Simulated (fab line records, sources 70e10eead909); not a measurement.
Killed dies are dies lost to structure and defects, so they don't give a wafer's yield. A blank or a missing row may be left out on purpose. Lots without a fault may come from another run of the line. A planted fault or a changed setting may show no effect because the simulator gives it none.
Chamber matching | flow nand_harc | NHARC_P_M1_DESCUM_14 on rie_diel-06: 4 sister chambers
The step chemistry O2, time 3 s. 4 wafers are shown with their chamber, then 10 later ones without.

WAFERS WITH THEIR CHAMBER
wafer  | chamber | drypump_motor_current_A (A)
L081.1 | 1       | 5.5
L087.5 | 2       | 6.7
L089.3 | 3       | 6.1
L089.4 | 0       | 5.7

WAFERS WITHOUT THEIR CHAMBER
wafer  | drypump_motor_current_A (A)
L089.5 | 6.7
L093.3 | 5.5
L093.5 | 6.1
L093.6 | 6.7
L095.2 | 6.1
L095.5 | 6.7
L095.6 | 5.6
L097.1 | 5.5
L097.4 | 6.1
L097.5 | 5.5

WHICH CHAMBER EACH WENT THROUGH
wafer  | from the rows above     | in truth
L089.5 | 2                       | 2
L093.3 | 1                       | 1
L093.5 | 3                       | 3
L093.6 | 2                       | 2
L095.2 | 3                       | 3
L095.5 | 2                       | 2
L095.6 | can't be placed: 1 or 0 | 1
L097.1 | 1                       | 1
L097.4 | 3                       | 3
L097.5 | 1                       | 1
Placed correctly: 9 of 10. Can't be placed from these rows: 1 (the true chamber is among the candidates in 1). Placed wrongly: 0.
How it was worked out, from the rows above alone: a wafer's distance from a chamber is the root of the sum, over the readings, of the square of ((its reading less the chamber's mean) divided by the reading's scatter). The wafer belongs to the nearest chamber; if the next one is less than 2 further off, it can't be placed. A chamber's mean is the mean of its shown wafers. The scatter: with one shown wafer a chamber, the root of the mean of the squares of how far each hidden wafer lies from its nearest shown one.
